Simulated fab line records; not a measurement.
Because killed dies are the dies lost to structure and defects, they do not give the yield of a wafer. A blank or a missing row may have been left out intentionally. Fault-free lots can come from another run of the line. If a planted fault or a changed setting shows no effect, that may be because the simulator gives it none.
fab line records / flow n5_finfet
record: lots: 7 wafers: 21
route steps=1938 shown PASSIVATION@1931
start_h: the number of hours between the record's first day and the start of the first shown wafer of the lot / wait_h: hours elapsed since this lot's preceding step / " identical to the entry in the row above / L1.1+2: one row covering several wafers at once / - either no value or no given start / * or withheld: withheld / < > ~ a bound
route shown NAME@n: names a module that has steps shown in the file, with the first one's number in the route / usual: mean/standard deviation of fault-free wafers / same: alike in all rows / chamber/n: place in a boat / sites: readings site by site / _std_site: the standard deviation of these / _edge_site: mean of outer sites minus mean of inner sites / radius_mm: how far each site lies from the wafer's centre / mask NAME#n: copy n / behind: the tool/chamber that last shaped the wafer / hold: reason for holding the lot/hours on hold/outcome of the hold / device: transistor that didn't switch, given as n, p or np / end of line: the route-end tests of the same wafers / for a step that has no rows: nothing shown but its recipe / killed: count of dies lost to structure and defects at first sort (not the wafer's yield) / map: a wafer's dies, x killed, . not, _ none there
set.NAME: the setting the step ran with; set.NAME@STEP: the setting that earlier step ran with / model.NAME: the simulator's own value behind a step, which no gauge read
lots whose settings were changed on purpose; a table a step, a row a wafer
== steps ==
step: N5_PASSIVATION_STRIP_48
recipe: chemistry: O2 power_w: 600 temp_c: 60 pressure_mtorr: 30 rf_frequency_hz: 6e+07 bias_power_w: 0 overash_fraction: 0.5 o2_flow_sccm: 225
lot.wafer=L078.2+5+6 tool=rie_diel-06 chamber=3,1,0 start_h=301.50 wait_h=0.1 set.power_w=600
lot.wafer=L083.1+3 tool=rie_diel-06 chamber=1,0 start_h=314.99 wait_h=0.1 set.power_w=600
lot.wafer=L083.2 tool=rie_diel-06 chamber=2 start_h=314.99 wait_h=0.1 set.power_w=569.5
lot.wafer=L081.1+4+5 tool=rie_diel-01 chamber=3,0,3 start_h=318.48 wait_h=0.1 set.power_w=492.1
lot.wafer=L089.2+3+5 tool=rie_diel-05 chamber=2,1,3 start_h=358.93 wait_h=0.1 set.power_w=600
lot.wafer=L088.4+5+6 tool=rie_diel-06 chamber=1,3,2 start_h=370.07 wait_h=0.1 set.power_w=600
lot.wafer=L090.1 tool=rie_diel-05 chamber=2 start_h=374.08 wait_h=0.1 set.power_w=600
lot.wafer=L090.2+4 tool=rie_diel-05 chamber=1,0 start_h=374.08 wait_h=0.1 set.power_w=651.9
lot.wafer=L093.1 tool=rie_diel-05 chamber=3 start_h=403.20 wait_h=0.1 set.power_w=600
lot.wafer=L093.2+6 tool=rie_diel-05 chamber=1,2 start_h=403.20 wait_h=0.1 set.power_w=502.7
step: N5_PASSIVATION_STRIP_52
recipe: chemistry: post_etch_residue_remover time_s: 1200 temp_c: 72.5
step: N5_PASSIVATION_CLEAN_71
recipe: chemistry: IPA time_s: 180 temp_c: 25
step: N5_PASSIVATION_SRD_72
recipe: dry: ipa_marangoni time_s: 30 temp_c: 23 rinse_liquid: diw
step: N5_PASSIVATION_ANNEAL_56
recipe: temp_c: 400 time_s: 1800 ambient: FGA idle_temp_c: 300 ramp_up_c_per_min: 5 ramp_down_c_per_min: 3
step: N5_PASSIVATION_PROBE_49
usual: defect_limited_yield: 90.9/1.5 killed_at_M0_to_M3: 35/10 killed_at_M4_up: 14/5.2 killed_at_contacts: 13/7.3 killed_at_front_end: 42/12 killed_at_other: 3.4/2.5 killed_dies: 108/18 killed_open: 70/13 killed_short: 35/8 sort_bin_5_function: 5.4/1 sort_bin_6_memory: 3.4/0.71 sort_n_pass: 1072/18 sort_yield_pct: 90.9/1.5
same: gross_dies: 1180 killed_at_back_side: 0 sort_bin_4_leakage[%]: 0 sort_bin_8_speed[%]: 0
lot.wafer=L078.2 tool=prober-01 chamber=- start_h=304.04 wait_h=0.1 set.peb_time_s@PASSIVATION_PEB_42=* defect_limited_yield[%]=93.7 killed_at_M0_to_M3=25 killed_at_M4_up=6 killed_at_contacts=4 killed_at_front_end=37 killed_at_other=2 killed_dies=74 killed_open=51 killed_short=23 sort_bin_5_function[%]=3.6 sort_bin_6_memory[%]=2.3 sort_n_pass=1106 sort_yield_pct[%]=93.7
lot.wafer=L078.5 tool=prober-01 chamber=- start_h=304.19 wait_h=0.2 set.peb_time_s@PASSIVATION_PEB_42=* defect_limited_yield[%]=90.9 killed_at_M0_to_M3=29 killed_at_M4_up=10 killed_at_contacts=21 killed_at_front_end=43 killed_at_other=4 killed_dies=107 killed_open=65 killed_short=39 sort_bin_5_function[%]=5.1 sort_bin_6_memory[%]=3.4 sort_n_pass=1073 sort_yield_pct[%]=90.9
lot.wafer=L078.6 tool=prober-01 chamber=- start_h=304.24 wait_h=0.3 set.peb_time_s@PASSIVATION_PEB_42=* defect_limited_yield[%]=92.1 killed_at_M0_to_M3=32 killed_at_M4_up=14 killed_at_contacts=12 killed_at_front_end=31 killed_at_other=4 killed_dies=93 killed_open=57 killed_short=34 sort_bin_5_function[%]=4.3 sort_bin_6_memory[%]=3.1 sort_n_pass=1087 sort_yield_pct[%]=92.1
lot.wafer=L083.1 tool=prober-01 chamber=- start_h=317.48 wait_h=0.0 set.peb_time_s@PASSIVATION_PEB_42=* defect_limited_yield[%]=90.1 killed_at_M0_to_M3=46 killed_at_M4_up=13 killed_at_contacts=4 killed_at_front_end=53 killed_at_other=1 killed_dies=117 killed_open=80 killed_short=33 sort_bin_5_function[%]=5.9 sort_bin_6_memory[%]=3.6 sort_n_pass=1063 sort_yield_pct[%]=90.1
lot.wafer=L083.2 tool=prober-01 chamber=- start_h=317.53 wait_h=0.1 set.peb_time_s@PASSIVATION_PEB_42=* defect_limited_yield[%]=90.1 killed_at_M0_to_M3=46 killed_at_M4_up=12 killed_at_contacts=13 killed_at_front_end=44 killed_at_other=2 killed_dies=117 killed_open=77 killed_short=39 sort_bin_5_function[%]=5.8 sort_bin_6_memory[%]=3.8 sort_n_pass=1063 sort_yield_pct[%]=90.1
lot.wafer=L083.3 tool=prober-01 chamber=- start_h=317.58 wait_h=0.1 set.peb_time_s@PASSIVATION_PEB_42=* defect_limited_yield[%]=88.8 killed_at_M0_to_M3=41 killed_at_M4_up=6 killed_at_contacts=19 killed_at_front_end=62 killed_at_other=4 killed_dies=132 killed_open=85 killed_short=41 sort_bin_5_function[%]=5.8 sort_bin_6_memory[%]=4.7 sort_n_pass=1048 sort_yield_pct[%]=88.8
lot.wafer=L081.1 tool=prober-02 chamber=- start_h=320.97 wait_h=0.0 set.peb_time_s@PASSIVATION_PEB_42=* defect_limited_yield[%]=92.4 killed_at_M0_to_M3=43 killed_at_M4_up=12 killed_at_contacts=7 killed_at_front_end=22 killed_at_other=6 killed_dies=90 killed_open=62 killed_short=28 sort_bin_5_function[%]=4.9 sort_bin_6_memory[%]=2.4 sort_n_pass=1090 sort_yield_pct[%]=92.4
lot.wafer=L081.4 tool=prober-02 chamber=- start_h=321.12 wait_h=0.2 set.peb_time_s@PASSIVATION_PEB_42=* defect_limited_yield[%]=90.0 killed_at_M0_to_M3=46 killed_at_M4_up=16 killed_at_contacts=18 killed_at_front_end=38 killed_at_other=0 killed_dies=118 killed_open=75 killed_short=35 sort_bin_5_function[%]=6.0 sort_bin_6_memory[%]=3.4 sort_n_pass=1062 sort_yield_pct[%]=90.0
lot.wafer=L081.5 tool=prober-02 chamber=- start_h=321.17 wait_h=0.2 set.peb_time_s@PASSIVATION_PEB_42=* defect_limited_yield[%]=92.4 killed_at_M0_to_M3=44 killed_at_M4_up=22 killed_at_contacts=4 killed_at_front_end=18 killed_at_other=2 killed_dies=90 killed_open=55 killed_short=27 sort_bin_5_function[%]=4.6 sort_bin_6_memory[%]=3.0 sort_n_pass=1090 sort_yield_pct[%]=92.4
lot.wafer=L089.2 tool=prober-02 chamber=- start_h=361.47 wait_h=0.1 set.peb_time_s@PASSIVATION_PEB_42=* defect_limited_yield[%]=93.1 killed_at_M0_to_M3=31 killed_at_M4_up=11 killed_at_contacts=8 killed_at_front_end=31 killed_at_other=1 killed_dies=82 killed_open=61 killed_short=20 sort_bin_5_function[%]=3.6 sort_bin_6_memory[%]=3.2 sort_n_pass=1098 sort_yield_pct[%]=93.1
lot.wafer=L089.3 tool=prober-02 chamber=- start_h=361.52 wait_h=0.1 set.peb_time_s@PASSIVATION_PEB_42=* defect_limited_yield[%]=89.5 killed_at_M0_to_M3=47 killed_at_M4_up=14 killed_at_contacts=13 killed_at_front_end=48 killed_at_other=2 killed_dies=124 killed_open=76 killed_short=38 sort_bin_5_function[%]=6.9 sort_bin_6_memory[%]=3.3 sort_n_pass=1056 sort_yield_pct[%]=89.5
lot.wafer=L089.5 tool=prober-02 chamber=- start_h=361.62 wait_h=0.2 set.peb_time_s@PASSIVATION_PEB_42=* defect_limited_yield[%]=92.1 killed_at_M0_to_M3=42 killed_at_M4_up=11 killed_at_contacts=2 killed_at_front_end=35 killed_at_other=3 killed_dies=93 killed_open=41 killed_short=37 sort_bin_5_function[%]=5.9 sort_bin_6_memory[%]=1.8 sort_n_pass=1087 sort_yield_pct[%]=92.1
lot.wafer=L088.4 tool=prober-02 chamber=- start_h=372.71 wait_h=0.2 set.peb_time_s@PASSIVATION_PEB_42=* defect_limited_yield[%]=90.9 killed_at_M0_to_M3=44 killed_at_M4_up=12 killed_at_contacts=7 killed_at_front_end=40 killed_at_other=4 killed_dies=107 killed_open=66 killed_short=39 sort_bin_5_function[%]=5.0 sort_bin_6_memory[%]=4.1 sort_n_pass=1073 sort_yield_pct[%]=90.9
lot.wafer=L088.5 tool=prober-02 chamber=- start_h=372.76 wait_h=0.2 set.peb_time_s@PASSIVATION_PEB_42=* defect_limited_yield[%]=87.3 killed_at_M0_to_M3=48 killed_at_M4_up=16 killed_at_contacts=27 killed_at_front_end=57 killed_at_other=2 killed_dies=150 killed_open=94 killed_short=54 sort_bin_5_function[%]=8.0 sort_bin_6_memory[%]=4.3 sort_n_pass=1030 sort_yield_pct[%]=87.3
lot.wafer=L088.6 tool=prober-02 chamber=- start_h=372.81 wait_h=0.3 set.peb_time_s@PASSIVATION_PEB_42=* defect_limited_yield[%]=87.8 killed_at_M0_to_M3=39 killed_at_M4_up=12 killed_at_contacts=18 killed_at_front_end=68 killed_at_other=7 killed_dies=144 killed_open=91 killed_short=52 sort_bin_5_function[%]=7.2 sort_bin_6_memory[%]=4.7 sort_n_pass=1036 sort_yield_pct[%]=87.8
lot.wafer=L090.1 tool=prober-02 chamber=- start_h=376.57 wait_h=0.0 set.peb_time_s@PASSIVATION_PEB_42=* defect_limited_yield[%]=37.3 killed_at_M0_to_M3=659 killed_at_M4_up=25 killed_at_contacts=11 killed_at_front_end=39 killed_at_other=6 killed_dies=740 killed_open=86 killed_short=43 sort_bin_5_function[%]=58.0 sort_bin_6_memory[%]=4.1 sort_n_pass=440 sort_yield_pct[%]=37.3
lot.wafer=L090.2 tool=prober-02 chamber=- start_h=376.62 wait_h=0.1 set.peb_time_s@PASSIVATION_PEB_42=* defect_limited_yield[%]=91.0 killed_at_M0_to_M3=39 killed_at_M4_up=14 killed_at_contacts=18 killed_at_front_end=32 killed_at_other=3 killed_dies=106 killed_open=77 killed_short=29 sort_bin_5_function[%]=5.2 sort_bin_6_memory[%]=3.4 sort_n_pass=1074 sort_yield_pct[%]=91.0
lot.wafer=L090.4 tool=prober-02 chamber=- start_h=376.72 wait_h=0.2 set.peb_time_s@PASSIVATION_PEB_42=* defect_limited_yield[%]=33.9 killed_at_M0_to_M3=640 killed_at_M4_up=20 killed_at_contacts=72 killed_at_front_end=47 killed_at_other=1 killed_dies=780 killed_open=88 killed_short=45 sort_bin_5_function[%]=59.7 sort_bin_6_memory[%]=5.7 sort_n_pass=400 sort_yield_pct[%]=33.9
lot.wafer=L093.1 tool=prober-01 chamber=- start_h=405.70 wait_h=0.0 set.peb_time_s@PASSIVATION_PEB_42=* defect_limited_yield[%]=91.7 killed_at_M0_to_M3=19 killed_at_M4_up=15 killed_at_contacts=10 killed_at_front_end=47 killed_at_other=7 killed_dies=98 killed_open=59 killed_short=26 sort_bin_5_function[%]=4.9 sort_bin_6_memory[%]=3.2 sort_n_pass=1082 sort_yield_pct[%]=91.7
lot.wafer=L093.2 tool=prober-01 chamber=- start_h=405.75 wait_h=0.1 set.peb_time_s@PASSIVATION_PEB_42=* defect_limited_yield[%]=91.1 killed_at_M0_to_M3=38 killed_at_M4_up=9 killed_at_contacts=11 killed_at_front_end=44 killed_at_other=3 killed_dies=105 killed_open=68 killed_short=36 sort_bin_5_function[%]=5.7 sort_bin_6_memory[%]=2.8 sort_n_pass=1075 sort_yield_pct[%]=91.1
lot.wafer=L093.6 tool=prober-01 chamber=- start_h=405.95 wait_h=0.3 set.peb_time_s@PASSIVATION_PEB_42=* defect_limited_yield[%]=89.7 killed_at_M0_to_M3=33 killed_at_M4_up=18 killed_at_contacts=6 killed_at_front_end=63 killed_at_other=2 killed_dies=122 killed_open=84 killed_short=33 sort_bin_5_function[%]=5.3 sort_bin_6_memory[%]=4.7 sort_n_pass=1058 sort_yield_pct[%]=89.7
killed by level:class
L078.2 FIN_SAQP:geometric_particle:short=9 FIN_SAQP:geometric_particle:open=8 BEOL_M3:geometric_particle:open=6 BEOL_M0_SAQP:geometric_particle:open=6 BEOL_M2:geometric_particle:open=5 MOL_CONTACT_COAG:geometric_particle:open=4 DUMMY_GATE:geometric_particle:open=3 STARTING-WAFER:geometric_particle:open=3
L078.5 MOL_CONTACT_COAG:geometric_particle:open=16 FIN_SAQP:geometric_particle:open=11 FIN_SAQP:geometric_particle:short=8 STI_FIN_REVEAL:geometric_particle:open=7 BEOL_M0:geometric_particle:open=7 BEOL_M0_SAQP:geometric_particle:short=5 MOL_CONTACT_COAG:geometric_particle:short=4 BEOL_M0_SAQP:geometric_particle:open=4
L078.6 BEOL_M0_SAQP:geometric_particle:open=11 MOL_CONTACT_COAG:geometric_particle:open=10 BEOL_M0_SAQP:geometric_particle:short=10 FIN_SAQP:geometric_particle:short=6 DUMMY_GATE:geometric_particle:open=6 STI_FIN_REVEAL:geometric_particle:open=5 BEOL_M3:geometric_particle:open=5 FIN_SAQP:geometric_particle:open=4
L083.1 STI_FIN_REVEAL:geometric_particle:open=22 BEOL_M3:geometric_particle:open=11 BEOL_M0_SAQP:geometric_particle:open=10 BEOL_M0_SAQP:geometric_particle:short=6 BEOL_M1:geometric_particle:open=6 FIN_SAQP:geometric_particle:open=5 BEOL_M0:geometric_particle:short=5 STI_FIN_REVEAL:geometric_particle:short=4
L083.2 BEOL_M3:geometric_particle:open=13 STI_FIN_REVEAL:geometric_particle:open=12 BEOL_M0_SAQP:geometric_particle:short=11 BEOL_M0_SAQP:geometric_particle:open=10 MOL_CONTACT_COAG:geometric_particle:open=9 FIN_SAQP:geometric_particle:open=7 GATE_CUT:geometric_particle:open=6 FIN_SAQP:geometric_particle:short=4
L083.3 STI_FIN_REVEAL:geometric_particle:open=27 MOL_CONTACT_COAG:geometric_particle:open=14 BEOL_M0_SAQP:geometric_particle:short=11 BEOL_M3:geometric_particle:open=8 GATE_CUT:geometric_particle:short=8 BEOL_M0_SAQP:geometric_particle:open=7 FIN_SAQP:geometric_particle:open=6 HKMG_FIN:area_etch=6
L081.1 BEOL_M0_SAQP:geometric_particle:open=17 BEOL_M0_SAQP:geometric_particle:short=9 BEOL_M2:geometric_particle:open=7 MOL_CONTACT_COAG:geometric_particle:open=6 BEOL_M4:geometric_particle:open=6 FIN_SAQP:geometric_particle:short=4 GATE_CUT:geometric_particle:short=4 BEOL_M3:geometric_particle:open=4
L081.4 BEOL_M0_SAQP:geometric_particle:short=15 MOL_CONTACT_COAG:geometric_particle:open=14 BEOL_M2:geometric_particle:open=9 BEOL_M0_SAQP:geometric_particle:open=8 DUMMY_GATE:geometric_particle:open=7 BEOL_M3:geometric_particle:open=6 BEOL_M4:geometric_particle:open=5 STARTING-WAFER:geometric_particle:short=5
L081.5 BEOL_M4:geometric_particle:open=9 BEOL_M0_SAQP:geometric_particle:short=8 BEOL_M0_SAQP:geometric_particle:open=8 BEOL_M5:area_expose=8 BEOL_M0:geometric_particle:open=7 BEOL_M1:geometric_particle:open=6 BEOL_M3:geometric_particle:short=5 FIN_SAQP:geometric_particle:open=4
L089.2 BEOL_M2:geometric_particle:open=15 FIN_SAQP:geometric_particle:short=6 STI_FIN_REVEAL:geometric_particle:open=6 MOL_CONTACT_COAG:geometric_particle:open=6 FIN_SAQP:geometric_particle:open=5 BEOL_M3:geometric_particle:open=5 STARTING-WAFER:geometric_particle:open=4 BEOL_M4:geometric_particle:open=4
L089.3 FIN_SAQP:geometric_particle:open=11 MOL_CONTACT_COAG:geometric_particle:open=11 FIN_SAQP:geometric_particle:short=10 STI_FIN_REVEAL:geometric_particle:open=10 BEOL_M0_SAQP:area_ald=10 BEOL_M3:geometric_particle:open=9 BEOL_M0_SAQP:geometric_particle:short=7 BEOL_M2:geometric_particle:open=6
L089.5 BEOL_M0_SAQP:area_ald=15 FIN_SAQP:geometric_particle:short=9 BEOL_M2:geometric_particle:open=8 BEOL_M0_SAQP:geometric_particle:short=7 STI_FIN_REVEAL:geometric_particle:open=6 BEOL_M0_SAQP:geometric_particle:open=6 BEOL_M4:geometric_particle:open=6 STARTING-WAFER:geometric_particle:short=4
L088.4 BEOL_M0_SAQP:geometric_particle:short=16 BEOL_M0_SAQP:geometric_particle:open=13 GATE_CUT:geometric_particle:open=9 FIN_SAQP:geometric_particle:short=6 GATE_CUT:geometric_particle:short=6 STI_FIN_REVEAL:geometric_particle:open=5 BEOL_M3:geometric_particle:open=5 FIN_SAQP:geometric_particle:open=4
L088.5 MOL_CONTACT_COAG:geometric_particle:open=21 BEOL_M0_SAQP:geometric_particle:short=13 STI_FIN_REVEAL:geometric_particle:open=12 BEOL_M3:geometric_particle:open=12 FIN_SAQP:geometric_particle:open=11 FIN_SAQP:geometric_particle:short=8 BEOL_M4:geometric_particle:open=7 MOL_CONTACT_COAG:geometric_particle:short=6
L088.6 STI_FIN_REVEAL:geometric_particle:open=24 FIN_SAQP:geometric_particle:open=11 MOL_CONTACT_COAG:geometric_particle:open=10 FIN_SAQP:geometric_particle:short=9 MOL_CONTACT_COAG:geometric_particle:short=8 BEOL_M0_SAQP:geometric_particle:short=8 BEOL_M0_SAQP:geometric_particle:open=7 GATE_CUT:geometric_particle:short=7
L090.1 BEOL_M0_SAQP:area_ald=611 BEOL_M4:geometric_particle:open=22 BEOL_M0_SAQP:geometric_particle:short=12 BEOL_M1:geometric_particle:open=11 STI_FIN_REVEAL:geometric_particle:open=10 BEOL_M0_SAQP:geometric_particle:open=9 MOL_CONTACT_COAG:geometric_particle:open=7 DUMMY_GATE:geometric_particle:open=5
L090.2 MOL_CONTACT_COAG:geometric_particle:open=12 BEOL_M4:geometric_particle:open=12 BEOL_M0_SAQP:geometric_particle:open=10 BEOL_M1:geometric_particle:open=9 FIN_SAQP:geometric_particle:open=8 MOL_CONTACT_COAG:geometric_particle:short=6 BEOL_M0_SAQP:geometric_particle:short=6 FIN_SAQP:geometric_particle:short=5
L090.4 BEOL_M0_SAQP:area_ald=587 MOL_CONTACT_COAG:area_expose=57 BEOL_M0_SAQP:geometric_particle:short=18 STI_FIN_REVEAL:geometric_particle:open=17 BEOL_M0_SAQP:geometric_particle:open=14 MOL_CONTACT_COAG:geometric_particle:open=13 BEOL_M4:geometric_particle:open=8 FIN_SAQP:geometric_particle:short=7
L093.1 DUMMY_GATE:geometric_particle:open=10 STI_FIN_REVEAL:geometric_particle:open=8 BEOL_M5:area_expose=8 BEOL_M3:geometric_particle:open=7 FIN_SAQP:geometric_particle:open=6 MOL_CONTACT_COAG:geometric_particle:open=6 GATE_CUT:geometric_particle:short=5 MOL_CONTACT_COAG:geometric_particle:short=4
L093.2 FIN_SAQP:geometric_particle:open=11 BEOL_M3:geometric_particle:open=11 STI_FIN_REVEAL:geometric_particle:open=9 BEOL_M0_SAQP:geometric_particle:open=8 MOL_CONTACT_COAG:geometric_particle:open=6 FIN_SAQP:geometric_particle:short=5 MOL_CONTACT_COAG:geometric_particle:short=5 BEOL_M0_SAQP:geometric_particle:short=5
L093.6 STI_FIN_REVEAL:geometric_particle:open=18 FIN_SAQP:geometric_particle:open=14 BEOL_M0_SAQP:geometric_particle:open=10 BEOL_M0_SAQP:geometric_particle:short=8 BEOL_M3:geometric_particle:open=8 DUMMY_GATE:geometric_particle:open=7 FIN_SAQP:geometric_particle:short=6 MOL_CONTACT_COAG:geometric_particle:open=5
== key ==
split: step: N5_PASSIVATION_STRIP_48 setting: power_w stated: 600 by: wafer
response none clear
split outside_this_file step=N5_PASSIVATION_PEB_42 setting=peb_time_s
split outside_this_file: this setting was split too, and the file shows its column; the key of that split is in another file
